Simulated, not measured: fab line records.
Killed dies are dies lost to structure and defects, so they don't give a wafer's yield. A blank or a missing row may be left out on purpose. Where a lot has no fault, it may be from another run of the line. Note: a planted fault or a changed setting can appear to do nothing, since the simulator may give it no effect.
Which tool was responsible? ; flow n5 finfet ; Sampling: 24 lots, 72 wafers, 6 of 1938 route steps

== WHAT THE GAUGES READ, wafer by wafer ==
N5_FIN_SAQP_CD_MEAS_27: target cd 20 nm.
lot;measured;on;cd nm (nm)
L074;day 1 23:50;cd sem-03;20.15 19.92 19.91
L075;day 2 06:19;cd sem-03;20.43 20.32 20.28
L076;day 2 12:54;cd sem-02;20.42 20.02 20.15
L077;day 2 18:08;cd sem-01;20.53 20.34 20.21
L078;day 3 00:02;cd sem-02;20.00 20.56 20.29
L079;day 3 05:28;cd sem-01;20.03 20.29 20.51
L080;day 3 12:05;cd sem-03;20.17 20.41 20.28
L081;day 3 17:34;cd sem-03;20.33 20.43 20.30
L082;day 4 00:11;cd sem-03;20.15 20.54 20.09
L083;day 4 07:37;cd sem-01;20.32 19.80 20.10
L084;day 4 12:33;cd sem-02;20.39 20.57 20.77
L085;day 4 18:20;cd sem-02;20.21 19.51 20.58
L086;day 5 00:52;cd sem-03;20.39 20.38 20.59
L087;day 5 11:54;cd sem-02;19.94 20.23 20.22
L088;day 5 13:56;cd sem-03;20.10 20.47 19.69
L089;day 5 18:55;cd sem-01;20.47 20.05 20.47
L090;day 6 01:06;cd sem-01;20.14 19.91 20.41
L091;day 6 05:44;cd sem-03;20.80 20.09 20.18
L092;day 6 13:39;cd sem-01;20.18 19.81 19.99
L093;day 6 18:08;cd sem-03;20.60 20.26 20.89
L094;day 6 23:54;cd sem-01;20.48 20.48 20.35
L095;day 7 06:40;cd sem-01;20.24 20.17 20.08
L096;day 7 13:15;cd sem-01;19.82 20.11 20.29
L097;day 7 17:59;cd sem-01;20.06 20.38 19.90

N5_FIN_SAQP_OCD_MEAS_76.
lot;measured;on;trench depth nm (nm)
L074;day 2 01:57;ocd-02;119.9 119.4 119.6
L075;day 2 09:16;ocd-02;117.9 118.7 115.4
L076;day 2 15:03;ocd-02;119.3 123.3 120.2
L077;day 2 20:38;ocd-02;118.0 117.3 117.7
L078;day 3 02:11;ocd-02;119.4 119.3 119.6
L079;day 3 07:41;ocd-02;120.9 121.8 123.2
L080;day 3 14:11;ocd-02;120.6 124.7 124.8
L081;day 3 20:20;ocd-01;120.6 123.9 121.5
L082;day 4 02:44;ocd-01;121.2 120.1 120.2
L083;day 4 10:16;ocd-01;119.4 123.4 120.3
L084;day 4 14:43;ocd-02;121.8 122.9 123.9
L085;day 4 21:29;ocd-02;116.1 119.0 115.9
L086;day 5 05:55;ocd-02;119.3 122.8 121.3
L087;day 5 14:32;ocd-01;118.2 121.1 120.2
L088;day 5 16:39;ocd-01;123.1 121.2 119.8
L089;day 5 21:05;ocd-01;120.1 121.2 122.5
L090;day 6 03:52;ocd-02;117.9 118.5 118.4
L091;day 6 09:01;ocd-01;123.5 119.7 120.4
L092;day 6 16:10;ocd-02;119.4 117.4 120.6
L093;day 6 20:46;ocd-02;120.9 120.4 120.4
L094;day 7 02:05;ocd-01;117.8 119.6 119.6
L095;day 7 08:46;ocd-01;122.8 117.2 118.6
L096;day 7 15:53;ocd-01;119.4 120.7 117.7
L097;day 7 20:23;ocd-01;123.4 119.3 118.4

== EACH LOT AND THE TOOL THAT RAN IT (in order: tool; ch and the chambers of the sampled wafers; start) ==
lot;N5_ZERO_LAYER_STRIP_24;N5_FIN_SAQP_HM_DEP_03;N5_FIN_SAQP_ETCH_65;N5_FIN_SAQP_MANDREL_ETCH_58
L074;plasma asher-01 ch 0,1, day 1 13:02;pecvd-04 ch 0,2, day 1 20:56;rie si-06 ch 0,2,3, day 1 23:59;rie si-06 ch 0,2,3, day 2 00:01
L075;plasma asher-02 ch 0,1, day 1 18:53;pecvd-04 ch 1,2, day 2 03:28;rie si-02 ch 0,2,3, day 2 07:02;rie si-02 ch 0,2,3, day 2 07:04
L076;plasma asher-01 ch 0,1, day 2 01:13;pecvd-03 ch 0,2, day 2 09:10;rie si-03 ch 0,2,3, day 2 13:06;rie si-03 ch 0,2,3, day 2 13:08
L077;plasma asher-02 ch 0,1, day 2 06:58;pecvd-02 ch 0,1, day 2 15:16;rie si-03 ch 2,3, day 2 18:17;rie si-03 ch 2,3, day 2 18:20
L078;plasma asher-02 ch 0,1, day 2 12:53;pecvd-03 ch 1,2, day 2 21:03;rie si-06 ch 1,2,3, day 3 00:12;rie si-06 ch 1,2,3, day 3 00:14
L079;plasma asher-02 ch 0,1, day 2 18:55;pecvd-03 ch 0,2, day 3 02:35;rie si-03 ch 0,2,3, day 3 05:38;rie si-03 ch 0,2,3, day 3 05:41
L080;plasma asher-02 ch 0,1, day 3 01:02;pecvd-03 ch 1,2, day 3 08:55;rie si-02 ch 0,2, day 3 12:14;rie si-02 ch 0,2, day 3 12:16
L081;plasma asher-01 ch 0,1, day 3 07:02;pecvd-04 ch 0,1,2, day 3 14:42;rie si-06 ch 0,1,3, day 3 17:44;rie si-06 ch 0,1,3, day 3 17:46
L082;plasma asher-02 ch 0,1, day 3 12:55;pecvd-04 ch 0,1, day 3 21:02;rie si-06 ch 0,2, day 4 00:25;rie si-06 ch 0,2, day 4 00:26
L083;plasma asher-01 ch 0,1, day 3 20:12;pecvd-02 ch 0,2, day 4 04:51;rie si-03 ch 0,1, day 4 07:50;rie si-03 ch 0,1, day 4 07:52
L084;plasma asher-02 ch 0,1, day 4 01:08;pecvd-04 ch 0,1, day 4 09:42;rie si-02 ch 1,2,3, day 4 12:42;rie si-02 ch 1,2,3, day 4 12:44
L085;plasma asher-02 ch 0, day 4 07:01;pecvd-03 ch 0,2, day 4 15:12;rie si-02 ch 0,1,3, day 4 18:30;rie si-02 ch 0,1,3, day 4 18:32
L086;plasma asher-02 ch 0,1, day 4 13:03;pecvd-03 ch 0,2, day 4 20:57;rie si-02 ch 1,3, day 5 01:02;rie si-02 ch 1,3, day 5 01:04
L087;plasma asher-02 ch 0,1, day 4 18:54;pecvd-02 ch 0,1,2, day 5 08:11;rie si-06 ch 0,2,3, day 5 12:07;rie si-06 ch 0,2,3, day 5 12:08
L088;plasma asher-02 ch 0,1, day 5 00:57;pecvd-02 ch 0,1, day 5 11:01;rie si-06 ch 2,3, day 5 14:15;rie si-06 ch 2,3, day 5 14:17
L089;plasma asher-02 ch 0,1, day 5 06:55;pecvd-03 ch 1,2, day 5 14:56;rie si-06 ch 0,2,3, day 5 19:04;rie si-06 ch 0,2,3, day 5 19:07
L090;plasma asher-01 ch 0,1, day 5 12:53;pecvd-03 ch 0,1, day 5 21:40;rie si-06 ch 0,2, day 6 01:16;rie si-06 ch 0,2, day 6 01:17
L091;plasma asher-01 ch 0,1, day 5 18:53;pecvd-02 ch 1,2, day 6 02:56;rie si-03 ch 0,3, day 6 05:53;rie si-03 ch 0,3, day 6 05:55
L092;plasma asher-01 ch 0,1, day 6 01:01;pecvd-04 ch 0,1, day 6 09:47;rie si-03 ch 0,2,3, day 6 13:49;rie si-03 ch 0,2,3, day 6 13:50
L093;plasma asher-01 ch 0,1, day 6 07:01;pecvd-04 ch 0,1, day 6 14:38;rie si-03 ch 0,1,2, day 6 18:17;rie si-03 ch 0,1,2, day 6 18:20
L094;plasma asher-01 ch 0,1, day 6 13:01;pecvd-03 ch 0,1,2, day 6 21:01;rie si-06 ch 1,2,3, day 7 00:04;rie si-06 ch 1,2,3, day 7 00:06
L095;plasma asher-02 ch 0,1, day 6 18:55;pecvd-02 ch 0,1,2, day 7 02:28;rie si-06 ch 1,2,3, day 7 06:49;rie si-06 ch 1,2,3, day 7 06:52
L096;plasma asher-02 ch 0,1, day 7 01:26;pecvd-04 ch 1,2, day 7 09:59;rie si-02 ch 0,3, day 7 13:34;rie si-02 ch 0,3, day 7 13:36
L097;plasma asher-02 ch 0,1, day 7 07:01;pecvd-03 ch 0,1, day 7 14:52;rie si-02 ch 1,2,3, day 7 18:08;rie si-02 ch 1,2,3, day 7 18:10
- N5_ZERO_LAYER_STRIP_24: strips in O2.
- N5_FIN_SAQP_HM_DEP_03: deposits SiNx from SiH4/NH3/N2, target thk 38 nm, time 33.6 s.
- N5_FIN_SAQP_ETCH_65: etches SiO2 in CF4, target depth 4 nm, time 4.4 s.
- N5_FIN_SAQP_MANDREL_ETCH_58: etches a-Si in HBr/Cl2, stops on SiNx, target depth 45 nm, bt time 10 s, time 27 s.

== WHAT THE TOOLS THEMSELVES READ (means of the sampled wafers that have a number; where no wafer has one, the mark that the record gives instead) ==
N5_ZERO_LAYER_STRIP_24.
lot;tool;drypump motor current A (A);heater power w (W);oes product au (a.u.);strip time to endpoint s (s)
L074;plasma asher-01;5.89;343;0.650;43.83
L075;plasma asher-02;5.76;334;0.649;43.82
L076;plasma asher-01;5.90;341;0.642;43.82
L077;plasma asher-02;5.57;325;0.650;43.99
L078;plasma asher-02;5.77;334;0.649;43.93
L079;plasma asher-02;5.57;323;0.645;43.85
L080;plasma asher-02;5.56;324;0.646;43.89
L081;plasma asher-01;5.89;339;0.648;43.63
L082;plasma asher-02;5.78;333;0.646;43.99
L083;plasma asher-01;5.95;341;0.647;43.95
L084;plasma asher-02;5.56;327;0.647;43.87
L085;plasma asher-02;5.38;316;0.646;44.07
L086;plasma asher-02;5.57;331;0.648;44.00
L087;plasma asher-02;5.57;323;0.647;43.84
L088;plasma asher-02;5.55;330;0.646;43.93
L089;plasma asher-02;5.77;338;0.649;43.88
L090;plasma asher-01;5.96;335;0.647;43.86
L091;plasma asher-01;5.87;341;0.648;43.91
L092;plasma asher-01;5.95;336;0.645;43.83
L093;plasma asher-01;5.88;337;0.649;43.98
L094;plasma asher-01;5.95;338;0.650;43.89
L095;plasma asher-02;5.76;331;0.642;43.96
L096;plasma asher-02;5.78;328;0.650;43.95
L097;plasma asher-02;5.78;333;0.646;43.80

N5_FIN_SAQP_HM_DEP_03.
lot;tool;heater power w (W);showerhead plenum p Torr (Torr);throttle valve pct (%)
L074;pecvd-04;769;5.12;40.4
L075;pecvd-04;708;5.13;40.2
L076;pecvd-03;737;5.21;38.9
L077;pecvd-02;715;5.13;38.2
L078;pecvd-03;658;5.14;41.5
L079;pecvd-03;744;5.15;38.5
L080;pecvd-03;698;5.15;41.5
L081;pecvd-04;791;5.12;39.8
L082;pecvd-04;753;5.13;39.2
L083;pecvd-02;774;5.13;37.9
L084;pecvd-04;794;5.14;39.3
L085;pecvd-03;716;5.16;38.7
L086;pecvd-03;667;5.21;39.1
L087;pecvd-02;773;5.15;37.9
L088;pecvd-02;703;5.15;38.1
L089;pecvd-03;666;5.20;40.7
L090;pecvd-03;730;5.09;40.9
L091;pecvd-02;842;5.15;37.8
L092;pecvd-04;780;5.12;39.9
L093;pecvd-04;796;5.13;39.7
L094;pecvd-03;724;5.15;40.1
L095;pecvd-02;756;5.14;38.1
L096;pecvd-04;739;5.13;40.3
L097;pecvd-03;684;5.09;41.0

N5_FIN_SAQP_ETCH_65.
lot;tool;drypump motor current A (A);oes product au (a.u.);throttle valve pct (%)
L074;rie si-06;5.7;0.990;21.72
L075;rie si-02;6.1;0.990;21.90
L076;rie si-03;5.6;1.019;21.80
L077;rie si-03;5.6;1.036;21.83
L078;rie si-06;5.9;1.006;21.64
L079;rie si-03;5.6;1.015;21.80
L080;rie si-02;5.8;1.022;21.99
L081;rie si-06;5.9;1.005;21.69
L082;rie si-06;5.8;0.988;21.84
L083;rie si-03;5.7;0.986;21.62
L084;rie si-02;5.8;0.983;21.69
L085;rie si-02;6.2;0.964;21.67
L086;rie si-02;6.1;0.964;21.60
L087;rie si-06;5.8;0.985;21.72
L088;rie si-06;5.8;0.997;21.60
L089;rie si-06;5.8;0.986;21.73
L090;rie si-06;5.7;0.988;21.80
L091;rie si-03;5.5;1.030;21.81
L092;rie si-03;5.6;1.017;21.81
L093;rie si-03;5.7;1.003;21.70
L094;rie si-06;5.9;0.994;21.64
L095;rie si-06;5.9;0.993;21.64
L096;rie si-02;6.5;0.979;21.89
L097;rie si-02;5.8;0.978;21.68

N5_FIN_SAQP_MANDREL_ETCH_58.
lot;tool;drypump motor current A (A);oes product au (a.u.);throttle valve pct (%)
L074;rie si-06;5.8;0.698;35.40
L075;rie si-02;6.1;0.701;35.74
L076;rie si-03;5.6;0.694;35.66
L077;rie si-03;5.6;0.699;35.74
L078;rie si-06;5.9;0.704;35.32
L079;rie si-03;5.6;0.702;35.65
L080;rie si-02;5.8;0.708;35.85
L081;rie si-06;6.0;0.699;35.23
L082;rie si-06;5.7;0.688;35.42
L083;rie si-03;5.7;0.693;35.41
L084;rie si-02;5.8;0.694;35.38
L085;rie si-02;6.2;0.696;35.45
L086;rie si-02;6.0;0.684;35.27
L087;rie si-06;5.8;0.700;35.40
L088;rie si-06;5.8;0.708;35.37
L089;rie si-06;5.8;0.700;35.39
L090;rie si-06;5.7;0.690;35.51
L091;rie si-03;5.5;0.698;35.66
L092;rie si-03;5.6;0.698;35.67
L093;rie si-03;5.7;0.697;35.54
L094;rie si-06;5.9;0.705;35.31
L095;rie si-06;5.9;0.703;35.32
L096;rie si-02;6.5;0.687;35.83
L097;rie si-02;5.8;0.687;35.40

== THE ANSWER, worked out from the rows above alone ==
Rule: the usual values come from the lots themselves. Put in order of their means at a reading, lots are off if they are a third of the lots or fewer, leave a main group of 4 or more, and stand apart from it by a gap of 3 or more times the standard deviation of the main group's means; of several such gaps the widest counts. A main group whose means are all the same, to the digits that the tables above print for the reading, isn't used. Also off: a lot with no number at a reading for which 4 or more lots have one. Where the step has rows for the other lots, those lots are counted as sound. The gauges are gone through in route order, then the tools' own readings, and for those a lot's mean is taken as printed above. The first step at which some lot is off is used, and at that step the reading that is off furthest; a lot without a number counts as furthest.
No lot is off at any reading shown: from this, nothing can be told.

== WHAT WAS PUT IN BY THE SIMULATOR ==
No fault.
